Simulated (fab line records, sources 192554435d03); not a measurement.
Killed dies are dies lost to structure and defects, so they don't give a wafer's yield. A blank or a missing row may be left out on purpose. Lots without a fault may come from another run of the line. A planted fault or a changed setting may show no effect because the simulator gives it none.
Chamber matching | flow n5_finfet | N5_BEOL_M14_DESCUM_15 on rie_diel-03: 4 sister chambers
The step chemistry O2, time 7.9 s. 4 wafers are shown with their chamber, then 8 later ones without.

WAFERS WITH THEIR CHAMBER
wafer  | chamber | drypump_motor_current_A (A)
L083.5 | 0       | 5.3
L083.6 | 1       | 5.7
L085.4 | 2       | 5.7
L086.1 | 3       | 6.6

WAFERS WITHOUT THEIR CHAMBER
wafer  | drypump_motor_current_A (A)
L086.5 | 5.7
L086.6 | 5.4
L091.1 | 5.7
L091.2 | 5.6
L091.3 | 6.6
L096.1 | 5.3
L096.2 | 5.7
L096.4 | 5.6

WHICH CHAMBER EACH WENT THROUGH
wafer  | from the rows above     | in truth
L086.5 | can't be placed: 1 or 2 | 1
L086.6 | 0                       | 0
L091.1 | can't be placed: 1 or 2 | 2
L091.2 | can't be placed: 1 or 2 | 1
L091.3 | 3                       | 3
L096.1 | 0                       | 0
L096.2 | can't be placed: 1 or 2 | 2
L096.4 | can't be placed: 1 or 2 | 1
Placed correctly: 3 of 8. Can't be placed from these rows: 5 (the true chamber is among the candidates in 5). Placed wrongly: 0.
How it was worked out, from the rows above alone: a wafer's distance from a chamber is the root of the sum, over the readings, of the square of ((its reading less the chamber's mean) divided by the reading's scatter). The wafer belongs to the nearest chamber; if the next one is less than 2 further off, it can't be placed. A chamber's mean is the mean of its shown wafers. The scatter: with one shown wafer a chamber, the root of the mean of the squares of how far each hidden wafer lies from its nearest shown one.
